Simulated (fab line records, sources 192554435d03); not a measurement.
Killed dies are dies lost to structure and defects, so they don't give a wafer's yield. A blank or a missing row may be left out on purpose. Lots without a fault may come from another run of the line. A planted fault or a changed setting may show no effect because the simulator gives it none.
Chamber matching | flow n5_finfet | N5_SD_EPI_N_ETCH_34 on rie_diel-03: 4 sister chambers
The step etches SiARC in CF4, target depth 45.5 nm, time 75.8 s. 20 wafers are shown with their chamber, then 10 later ones without.

WAFERS WITH THEIR CHAMBER
wafer  | chamber | showerhead_plenum_p_Torr (Torr) | throttle_valve_pct (%) | oes_product_au (a.u.)
L075.1 | 3       | 2.13                            | 15.87                  | 0.62
L075.2 | 1       | 2.22                            | 15.49                  | 0.64
L075.3 | 0       | 2.12                            | 15.50                  | 0.60
L076.1 | 2       | 2.05                            | 15.48                  | 0.63
L076.3 | 3       | 2.13                            | 15.89                  | 0.62
L076.4 | 1       | 2.22                            | 15.51                  | 0.64
L077.2 | 1       | 2.22                            | 15.51                  | 0.64
L077.3 | 0       | 2.11                            | 15.50                  | 0.59
L077.4 | 3       | 2.13                            | 15.90                  | 0.62
L083.3 | 0       | 2.11                            | 15.51                  | 0.59
L083.5 | 2       | 2.04                            | 15.51                  | 0.63
L083.6 | 3       | 2.12                            | 15.91                  | 0.61
L087.2 | 2       | 2.04                            | 15.52                  | 0.62
L087.4 | 3       | 2.12                            | 15.93                  | 0.61
L087.5 | 2       | 2.04                            | 15.52                  | 0.63
L089.1 | 0       | 2.11                            | 15.54                  | 0.58
L089.5 | 2       | 2.04                            | 15.52                  | 0.63
L089.6 | 1       | 2.21                            | 15.55                  | 0.63
L090.3 | 1       | 2.21                            | 15.56                  | 0.62
L090.5 | 2       | 2.04                            | 15.53                  | 0.62

SIGNATURES (means of the wafers above)
reading                  | chamber 0 | chamber 1 | chamber 2 | chamber 3 | scatter within a chamber
showerhead_plenum_p_Torr | 2.1125    | 2.2160    | 2.0417    | 2.1260    | 0.00499
throttle_valve_pct       | 15.5125   | 15.5240   | 15.5133   | 15.9000   | 0.0225
oes_product_au           | 0.5900    | 0.6340    | 0.6267    | 0.6160    | 0.00695
Rule: a wafer's distance from a chamber is the root of the sum, over the readings, of the square of ((its reading less the chamber's mean) divided by the reading's scatter). The wafer belongs to the nearest chamber; if the next one is less than 2 further off, it can't be placed. The scatter: the root of (the sum of the squares of (reading less its chamber's mean) over the shown wafers, divided by (wafers less chambers)).

WAFERS WITHOUT THEIR CHAMBER
wafer  | showerhead_plenum_p_Torr (Torr) | throttle_valve_pct (%) | oes_product_au (a.u.)
L090.6 | 2.21                            | 15.58                  | 0.63
L091.1 | 2.21                            | 15.57                  | 0.62
L091.4 | 2.11                            | 15.55                  | 0.58
L091.5 | 2.12                            | 15.94                  | 0.61
L094.1 | 2.12                            | 15.95                  | 0.59
L094.4 | 2.04                            | 15.52                  | 0.62
L094.5 | 2.21                            | 15.58                  | 0.62
L097.1 | 2.11                            | 15.96                  | 0.59
L097.3 | 2.03                            | 15.57                  | 0.60
L097.5 | 2.12                            | 15.97                  | 0.59

WHICH CHAMBER EACH WENT THROUGH
wafer  | from the rows above | in truth
L090.6 | 1                   | 1
L091.1 | 1                   | 1
L091.4 | 0                   | 0
L091.5 | 3                   | 3
L094.1 | 3                   | 3
L094.4 | 2                   | 2
L094.5 | 1                   | 1
L097.1 | 3                   | 3
L097.3 | 2                   | 2
L097.5 | 3                   | 3
Placed correctly: 10 of 10. Can't be placed from these rows: 0. Placed wrongly: 0.
